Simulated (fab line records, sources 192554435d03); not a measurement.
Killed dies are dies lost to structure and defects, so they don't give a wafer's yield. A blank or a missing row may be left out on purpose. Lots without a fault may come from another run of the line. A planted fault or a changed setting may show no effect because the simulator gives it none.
A struck lot beside a sound one | flow n5_finfet | 15 steps out of a route of 1938
Sound: wafers L950.3, L950.5, L950.6. Struck: wafers L958.2, L958.4, L958.5. The cause comes at the end.
At each step with rows: each side's tool, then ch and its chambers, then its first start. Under that, the readings that differ: sound wafers | struck wafers | difference of the means | sigmas: that difference in standard deviations of wafers without a fault.
alike: readings whose means differ by less than 2 such deviations, and words and numbers that are the same on both sides. not compared: withheld readings, readings that some wafer has no value for, bounds like >300 that may hide the same value, and numbers for which the record gives no deviation and whose values overlap.
The two part at a step that has a row with sigmas, a row that says differs or no value, or rows on one side only. Numbers that don't overlap but have no deviation are shown without sigmas and don't part them. A reading that every wafer of one side lacks parts them only if that side has two wafers or more.

N5_BEOL_M14_CMP_49: polishes, stops on SiO2, t overpolish 5.2 s, target thk 560 nm.
  sound on cmp-03 ch 0,1,3, day 12 17:37; struck on cmp-03 ch 2,3, day 15 04:40
  alike: barrier_field_endpoint_s, motor_current_A, overpolish_run_s, platen_rpm, time_to_endpoint_s
N5_BEOL_M14_THK_MEAS_50: measures by xrf.
  sound on film_metro-02, day 12 17:50; struck on film_metro-01, day 15 04:58
  alike: M14_THK
then, 1 step without rows for these wafers: N5_BEOL_M14_PRE_CLEAN_52 (time 15 s).
N5_BEOL_M14_DEP_53: deposits SiCN from 3MS/NH3, target thk 50 nm, time 17.8 s.
  sound on pecvd-04 ch 0,2, day 12 17:53; struck on pecvd-01 ch 0,2, day 15 05:02
  alike: showerhead_plenum_p_Torr, throttle_valve_pct
N5_BEOL_M14_RS_MEAS_54: measures by four-point-probe.
  sound on film_metro-02, day 12 17:58; struck on film_metro-02, day 15 05:06
  alike: M14_RS
N5_BEOL_M14_INSPECT_55: inspects for defects (darkfield).
  sound on defect_inspect-01, day 12 17:59; struck on defect_inspect-02, day 15 05:07
  alike: raw_defect_count
N5_BEOL_M15_ILD_DEP_00: deposits SiO2 from TEOS/O2, target thk 1629.3 nm, time 346.1 s.
  sound on pecvd-01 ch 0,1,2, day 12 18:01; struck on pecvd-01 ch 1,2, day 15 05:10
  alike: heater_power_outer_w, heater_power_w, showerhead_plenum_p_Torr, throttle_valve_pct
N5_BEOL_M15_THK_MEAS_01:
  sound on film_metro-02, day 12 18:17; struck on film_metro-01, day 15 05:25
  alike: M15_ILD_THK
then, 4 steps without rows for these wafers: N5_BEOL_M15_COAT_58 (time 60 s, resist thk 89 nm); N5_BEOL_M15_COAT_04 (resist thk 800 nm); N5_BEOL_M15_EBR_06; N5_BEOL_M15_SOFTBAKE_05 (time 60 s).
N5_BEOL_M15_EXPOSE_07: exposes mask V14.
  sound on krf_scanner-01 ch 0, day 12 18:32; struck on krf_scanner-02 ch 0, day 15 05:40
  reading              | sound             | struck            | difference | sigmas
  exposure_dose_mJ_cm2 | 41.26 41.27 41.26 | 40.22 40.16 40.21 | -1.07      | -25
  alike: mask, stage_vel_mm_s
then, 2 steps without rows for these wafers: N5_BEOL_M15_PEB_08 (peb time 90 s); N5_PASSIVATION_PROBE_49.

WHERE THEY PART
Only at N5_BEOL_M15_EXPOSE_07, within this record.

WHY: what the simulator had put in
Process parameter drift: krf_scanner-02, from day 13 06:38 on, at N5_BEOL_M15_EXPOSE_07. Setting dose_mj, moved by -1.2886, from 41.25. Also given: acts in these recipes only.
